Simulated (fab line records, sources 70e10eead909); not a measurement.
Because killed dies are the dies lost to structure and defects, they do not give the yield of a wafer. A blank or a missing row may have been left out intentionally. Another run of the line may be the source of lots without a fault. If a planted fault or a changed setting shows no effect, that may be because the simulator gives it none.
Which tool is to blame? :: flow nand_harc :: 33 wafers from 11 lots sampled at 6 of the route's 1159 steps

WHAT EACH GAUGE READ, for each wafer
NHARC_P_ZERO_WELL_CD_MEAS_24 targets a cd of 720 nm. Usual: cd_nm 719.9 nm, standard deviation 1.2.
lot: L462
measured: day 2 02:35
on: cd_sem-01
cd_nm (nm): 719.4 720.9 720.4
flag: 

lot: L464
measured: day 2 14:39
on: cd_sem-03
cd_nm (nm): 718.1 717.2 717.4
flag: 

lot: L465
measured: day 2 20:31
on: cd_sem-03
cd_nm (nm): 719.3 720.5 718.8
flag: 

lot: L466
measured: day 3 02:35
on: cd_sem-03
cd_nm (nm): 720.6 718.9 719.8
flag: 

lot: L467
measured: day 3 08:39
on: cd_sem-01
cd_nm (nm): 718.9 719.6 719.5
flag: 

lot: L470
measured: day 4 02:35
on: cd_sem-01
cd_nm (nm): 719.2 718.2 717.5
flag: 

lot: L471
measured: day 4 08:33
on: cd_sem-01
cd_nm (nm): 657.1 657.5 658.2
flag: OFF

lot: L473
measured: day 4 20:27
on: cd_sem-03
cd_nm (nm): 720.6 721.3 719.5
flag: 

lot: L474
measured: day 5 02:35
on: cd_sem-02
cd_nm (nm): 720.5 720.1 720.7
flag: 

lot: L481
measured: day 6 20:38
on: cd_sem-03
cd_nm (nm): 719.7 719.4 720.2
flag: 

lot: L483
measured: day 7 08:36
on: cd_sem-01
cd_nm (nm): 719.1 720.6 719.2
flag: 

NHARC_P_ZERO_WELL_CD_MEAS_52 targets a cd of 2000 nm. Usual: cd_nm 1999.6 nm, standard deviation 1.6.
lot: L462
measured: day 2 05:53
on: cd_sem-01
cd_nm (nm): 2000.8 2001.7 2002.5
flag: 

lot: L464
measured: day 2 17:41
on: cd_sem-03
cd_nm (nm): 2000.2 2000.3 1999.9
flag: 

lot: L465
measured: day 2 23:49
on: cd_sem-03
cd_nm (nm): 2000.9 2001.0 1998.9
flag: 

lot: L466
measured: day 3 05:45
on: cd_sem-01
cd_nm (nm): 2000.9 1999.6 1999.2
flag: 

lot: L467
measured: day 3 11:50
on: cd_sem-03
cd_nm (nm): 1998.2 1998.3 1998.1
flag: 

lot: L470
measured: day 4 05:46
on: cd_sem-01
cd_nm (nm): 2001.2 1999.6 2000.1
flag: 

lot: L471
measured: day 4 11:43
on: cd_sem-01
cd_nm (nm): 1999.8 2000.4 2000.0
flag: 

lot: L473
measured: day 4 23:49
on: cd_sem-03
cd_nm (nm): 2002.2 2001.6 2001.7
flag: 

lot: L474
measured: day 5 05:52
on: cd_sem-01
cd_nm (nm): 1997.6 1999.8 2000.7
flag: 

lot: L481
measured: day 6 23:51
on: cd_sem-03
cd_nm (nm): 2001.5 2000.6 1998.7
flag: 

lot: L483
measured: day 7 11:47
on: cd_sem-02
cd_nm (nm): 2000.4 2000.0 1999.2
flag: 

NHARC_END_SORT_01. Usual: killed_at_array 28, standard deviation 12; killed_at_other 0.8, standard deviation 1.1; killed_at_periphery 3.6, standard deviation 2.3; killed_dies 32, standard deviation 12; killed_open 3.4, standard deviation 1.9; killed_short 2.0, standard deviation 1.3.
lot: L471
measured: day 22 07:53
on: prober-01
killed_at_array: 19 25 19
killed_at_other: 0 0 1
killed_at_periphery: 5 3 9
killed_dies: 24 28 29
killed_open: 4 3 5
killed_short: 0 0 1
flag: 

lot: L474
measured: day 22 00:50
on: prober-01
killed_at_array: 49 55 62
killed_at_other: 0 0 0
killed_at_periphery: 8 5 9
killed_dies: 57 60 71
killed_open: 7 4 8
killed_short: 2 1 5
flag: 

WHICH TOOL RAN EACH LOT (tool, then ch and the chambers of the sampled wafers, then the start)
lot: L462
NHARC_P_ZERO_WELL_EXPOSE_21: krf_scanner-04 ch 0, day 2 02:26
NHARC_P_STI_ETCH_42: rie_diel-11 ch 2,3, day 3 00:43
NHARC_P_STI_ETCH_15: rie_si-02 ch 1,2,3, day 3 00:54

lot: L464
NHARC_P_ZERO_WELL_EXPOSE_21: krf_scanner-01 ch 0, day 2 14:29
NHARC_P_STI_ETCH_42: rie_diel-11 ch 0,1,3, day 3 14:04
NHARC_P_STI_ETCH_15: rie_si-02 ch 1,2,3, day 3 14:17

lot: L465
NHARC_P_ZERO_WELL_EXPOSE_21: krf_scanner-04 ch 0, day 2 20:21
NHARC_P_STI_ETCH_42: rie_diel-09 ch 0,1,2, day 3 19:47
NHARC_P_STI_ETCH_15: rie_si-01 ch 0,3, day 3 19:59

lot: L466
NHARC_P_ZERO_WELL_EXPOSE_21: krf_scanner-02 ch 0, day 3 02:26
NHARC_P_STI_ETCH_42: rie_diel-11 ch 0,1, day 3 19:38
NHARC_P_STI_ETCH_15: rie_si-02 ch 0,1, day 3 19:49

lot: L467
NHARC_P_ZERO_WELL_EXPOSE_21: krf_scanner-04 ch 0, day 3 08:30
NHARC_P_STI_ETCH_42: rie_diel-06 ch 0,1,2, day 4 05:37
NHARC_P_STI_ETCH_15: rie_si-01 ch 0,1,2, day 4 05:48

lot: L470
NHARC_P_ZERO_WELL_EXPOSE_21: krf_scanner-02 ch 0, day 4 02:26
NHARC_P_STI_ETCH_42: rie_diel-09 ch 0,3, day 5 01:38
NHARC_P_STI_ETCH_15: rie_si-02 ch 0,3, day 5 01:49

lot: L471
NHARC_P_ZERO_WELL_EXPOSE_21: krf_scanner-04 ch 0, day 4 08:23
NHARC_P_STI_ETCH_42: rie_diel-11 ch 1,2,3, day 5 01:28
NHARC_P_STI_ETCH_15: rie_si-05 ch 2,3, day 5 01:38

lot: L473
NHARC_P_ZERO_WELL_EXPOSE_21: krf_scanner-04 ch 0, day 4 20:18
NHARC_P_STI_ETCH_42: rie_diel-06 ch 0, day 5 18:56
NHARC_P_STI_ETCH_15: rie_si-01 ch 0,2,3, day 5 19:14

lot: L474
NHARC_P_ZERO_WELL_EXPOSE_21: krf_scanner-01 ch 0, day 5 02:26
NHARC_P_STI_ETCH_42: rie_diel-09 ch 0,1,3, day 5 23:58
NHARC_P_STI_ETCH_15: rie_si-02 ch 0,1,2, day 6 00:08

lot: L481
NHARC_P_ZERO_WELL_EXPOSE_21: krf_scanner-04 ch 0, day 6 20:29
NHARC_P_STI_ETCH_42: rie_diel-11 ch 0,1,2, day 7 17:17
NHARC_P_STI_ETCH_15: rie_si-01 ch 0,2,3, day 7 17:28

lot: L483
NHARC_P_ZERO_WELL_EXPOSE_21: krf_scanner-04 ch 0, day 7 08:26
NHARC_P_STI_ETCH_42: rie_diel-09 ch 0,1,2, day 8 06:29
NHARC_P_STI_ETCH_15: rie_si-01 ch 0,1,2, day 8 06:41
- NHARC_P_ZERO_WELL_EXPOSE_21: exposes mask P NWELL, target cd 720 nm.
- NHARC_P_STI_ETCH_42: etches the open film in N2/H2, target depth 80 nm, overetch 24 nm, time 61 s.
- NHARC_P_STI_ETCH_15: etches the open film in HBr/Cl2, target depth 300 nm, time 100.1 s.

WHAT THE TOOLS THEMSELVES READ (means of the sampled wafers that have a number; where no wafer has one, the mark that the record gives instead)
NHARC_P_ZERO_WELL_EXPOSE_21. Usual: reticle_temp_C 23.03 C, standard deviation 0.098.
lot: L462
tool: krf_scanner-04
reticle_temp_C (C): 22.99
flag: 

lot: L464
tool: krf_scanner-01
reticle_temp_C (C): 23.05
flag: 

lot: L465
tool: krf_scanner-04
reticle_temp_C (C): 23.05
flag: 

lot: L466
tool: krf_scanner-02
reticle_temp_C (C): 23.13
flag: 

lot: L467
tool: krf_scanner-04
reticle_temp_C (C): 22.96
flag: 

lot: L470
tool: krf_scanner-02
reticle_temp_C (C): 22.96
flag: 

lot: L471
tool: krf_scanner-04
reticle_temp_C (C): 22.91
flag: 

lot: L473
tool: krf_scanner-04
reticle_temp_C (C): 23.01
flag: 

lot: L474
tool: krf_scanner-01
reticle_temp_C (C): 23.00
flag: 

lot: L481
tool: krf_scanner-04
reticle_temp_C (C): 23.09
flag: 

lot: L483
tool: krf_scanner-04
reticle_temp_C (C): 23.12
flag: 

NHARC_P_STI_ETCH_42. Usual: bias_w 150.0 W, standard deviation 0.48; chamber_pressure_mTorr 30.006 mTorr, standard deviation 0.028; drypump_motor_current_A 5.7 A, standard deviation 0.47; mfc_ar_sccm 0.010 sccm, standard deviation 0.012; oes_product_au 1.000 a.u., standard deviation 0.0063; rf_vpp_V 431.0 V, standard deviation 2.7; showerhead_plenum_p_Torr 2.06 Torr, standard deviation 0.096; throttle_valve_pct 14.172 %, standard deviation 0.01.
lot: L462
tool: rie_diel-11
bias_w (W): 150.0
chamber_pressure_mTorr (mTorr): 30.023
drypump_motor_current_A (A): 6.1
mfc_ar_sccm (sccm): 0.025
oes_product_au (a.u.): 1.002
rf_vpp_V (V): 430.3
showerhead_plenum_p_Torr (Torr): 2.04
throttle_valve_pct (%): 14.168
flag: 

lot: L464
tool: rie_diel-11
bias_w (W): 149.9
chamber_pressure_mTorr (mTorr): 29.984
drypump_motor_current_A (A): 5.6
mfc_ar_sccm (sccm): 0.004
oes_product_au (a.u.): 0.997
rf_vpp_V (V): 433.4
showerhead_plenum_p_Torr (Torr): 2.13
throttle_valve_pct (%): 14.177
flag: 

lot: L465
tool: rie_diel-09
bias_w (W): 150.3
chamber_pressure_mTorr (mTorr): 29.990
drypump_motor_current_A (A): 5.7
mfc_ar_sccm (sccm): 0.010
oes_product_au (a.u.): 1.002
rf_vpp_V (V): 430.5
showerhead_plenum_p_Torr (Torr): 1.99
throttle_valve_pct (%): 14.165
flag: 

lot: L466
tool: rie_diel-11
bias_w (W): 149.7
chamber_pressure_mTorr (mTorr): 30.001
drypump_motor_current_A (A): 5.3
mfc_ar_sccm (sccm): 0.004
oes_product_au (a.u.): 0.990
rf_vpp_V (V): 432.2
showerhead_plenum_p_Torr (Torr): 2.11
throttle_valve_pct (%): 14.172
flag: 

lot: L467
tool: rie_diel-06
bias_w (W): 149.9
chamber_pressure_mTorr (mTorr): 30.011
drypump_motor_current_A (A): 5.8
mfc_ar_sccm (sccm): 0.007
oes_product_au (a.u.): 0.996
rf_vpp_V (V): 429.5
showerhead_plenum_p_Torr (Torr): 2.02
throttle_valve_pct (%): 14.181
flag: 

lot: L470
tool: rie_diel-09
bias_w (W): 149.1
chamber_pressure_mTorr (mTorr): 30.009
drypump_motor_current_A (A): 6.1
mfc_ar_sccm (sccm): 0.007
oes_product_au (a.u.): 0.995
rf_vpp_V (V): 429.8
showerhead_plenum_p_Torr (Torr): 2.01
throttle_valve_pct (%): 14.175
flag: 

lot: L471
tool: rie_diel-11
bias_w (W): 149.8
chamber_pressure_mTorr (mTorr): 30.033
drypump_motor_current_A (A): 5.7
mfc_ar_sccm (sccm): 0.013
oes_product_au (a.u.): 0.997
rf_vpp_V (V): 432.3
showerhead_plenum_p_Torr (Torr): 2.10
throttle_valve_pct (%): 14.169
flag: 

lot: L473
tool: rie_diel-06
bias_w (W): 150.4
chamber_pressure_mTorr (mTorr): 30.039
drypump_motor_current_A (A): 5.7
mfc_ar_sccm (sccm): 0.000
oes_product_au (a.u.): 1.001
rf_vpp_V (V): 427.7
showerhead_plenum_p_Torr (Torr): 1.91
throttle_valve_pct (%): 14.169
flag: 

lot: L474
tool: rie_diel-09
bias_w (W): 150.3
chamber_pressure_mTorr (mTorr): 29.996
drypump_motor_current_A (A): 6.0
mfc_ar_sccm (sccm): 0.012
oes_product_au (a.u.): 1.003
rf_vpp_V (V): 430.2
showerhead_plenum_p_Torr (Torr): 2.05
throttle_valve_pct (%): 14.178
flag: 

lot: L481
tool: rie_diel-11
bias_w (W): 149.7
chamber_pressure_mTorr (mTorr): 30.003
drypump_motor_current_A (A): 5.8
mfc_ar_sccm (sccm): 0.017
oes_product_au (a.u.): 1.003
rf_vpp_V (V): 430.3
showerhead_plenum_p_Torr (Torr): 2.05
throttle_valve_pct (%): 14.172
flag: 

lot: L483
tool: rie_diel-09
bias_w (W): 150.2
chamber_pressure_mTorr (mTorr): 30.004
drypump_motor_current_A (A): 5.7
mfc_ar_sccm (sccm): 0.010
oes_product_au (a.u.): 1.001
rf_vpp_V (V): 429.5
showerhead_plenum_p_Torr (Torr): 1.99
throttle_valve_pct (%): 14.153
flag: 

NHARC_P_STI_ETCH_15. Usual: bias_w 100.0 W, standard deviation 0.3; chamber_pressure_mTorr 15.000 mTorr, standard deviation 0.014; drypump_motor_current_A 5.7 A, standard deviation 0.43; oes_product_au 1.003 a.u., standard deviation 0.008; throttle_valve_pct 26.406 %, standard deviation 0.0085.
lot: L462
tool: rie_si-02
bias_w (W): 100.1
chamber_pressure_mTorr (mTorr): 14.986
drypump_motor_current_A (A): 6.0
oes_product_au (a.u.): 0.998
throttle_valve_pct (%): 26.404
flag: 

lot: L464
tool: rie_si-02
bias_w (W): 99.8
chamber_pressure_mTorr (mTorr): 15.000
drypump_motor_current_A (A): 6.0
oes_product_au (a.u.): 0.995
throttle_valve_pct (%): 26.403
flag: 

lot: L465
tool: rie_si-01
bias_w (W): 100.2
chamber_pressure_mTorr (mTorr): 15.008
drypump_motor_current_A (A): 5.7
oes_product_au (a.u.): 1.006
throttle_valve_pct (%): 26.397
flag: 

lot: L466
tool: rie_si-02
bias_w (W): 99.5
chamber_pressure_mTorr (mTorr): 15.004
drypump_motor_current_A (A): 5.8
oes_product_au (a.u.): 1.007
throttle_valve_pct (%): 26.398
flag: 

lot: L467
tool: rie_si-01
bias_w (W): 100.0
chamber_pressure_mTorr (mTorr): 15.006
drypump_motor_current_A (A): 5.7
oes_product_au (a.u.): 0.999
throttle_valve_pct (%): 26.406
flag: 

lot: L470
tool: rie_si-02
bias_w (W): 100.0
chamber_pressure_mTorr (mTorr): 15.013
drypump_motor_current_A (A): 5.7
oes_product_au (a.u.): 0.994
throttle_valve_pct (%): 26.399
flag: 

lot: L471
tool: rie_si-05
bias_w (W): 100.3
chamber_pressure_mTorr (mTorr): 15.003
drypump_motor_current_A (A): 5.8
oes_product_au (a.u.): 1.008
throttle_valve_pct (%): 26.401
flag: 

lot: L473
tool: rie_si-01
bias_w (W): 99.8
chamber_pressure_mTorr (mTorr): 14.994
drypump_motor_current_A (A): 6.0
oes_product_au (a.u.): 1.001
throttle_valve_pct (%): 26.411
flag: 

lot: L474
tool: rie_si-02
bias_w (W): 100.0
chamber_pressure_mTorr (mTorr): 15.003
drypump_motor_current_A (A): 6.0
oes_product_au (a.u.): 1.005
throttle_valve_pct (%): 26.407
flag: 

lot: L481
tool: rie_si-01
bias_w (W): 99.9
chamber_pressure_mTorr (mTorr): 15.013
drypump_motor_current_A (A): 6.0
oes_product_au (a.u.): 1.009
throttle_valve_pct (%): 26.402
flag: 

lot: L483
tool: rie_si-01
bias_w (W): 99.7
chamber_pressure_mTorr (mTorr): 15.001
drypump_motor_current_A (A): 5.7
oes_product_au (a.u.): 0.997
throttle_valve_pct (%): 26.415
flag: 

THE ANSWER, worked out from the rows above alone
Rule: lot off if the mean of its wafers having a number is beyond 3 standard deviations from the usual mean. A lot without any number at a reading at which 4 lots or more have one is off too. The other lots that the step has rows for count as sound. First the gauges in route order, then the tools' own readings, where a lot's mean is used as printed above. The first step at which some lot is off is used, and at that step the reading that is off furthest; a lot without a number counts as furthest.
Off, at NHARC_P_ZERO_WELL_CD_MEAS_24 on cd_nm: L471.
A tool fits if, at a process step before that reading, it ran every lot that is off, and no sound lot after the first of them. Gauges at NHARC_P_ZERO_WELL_CD_MEAS_24: tried the same way as those tools. Not one of the candidates tried fits.

WHAT THE SIMULATOR HAD PUT IN
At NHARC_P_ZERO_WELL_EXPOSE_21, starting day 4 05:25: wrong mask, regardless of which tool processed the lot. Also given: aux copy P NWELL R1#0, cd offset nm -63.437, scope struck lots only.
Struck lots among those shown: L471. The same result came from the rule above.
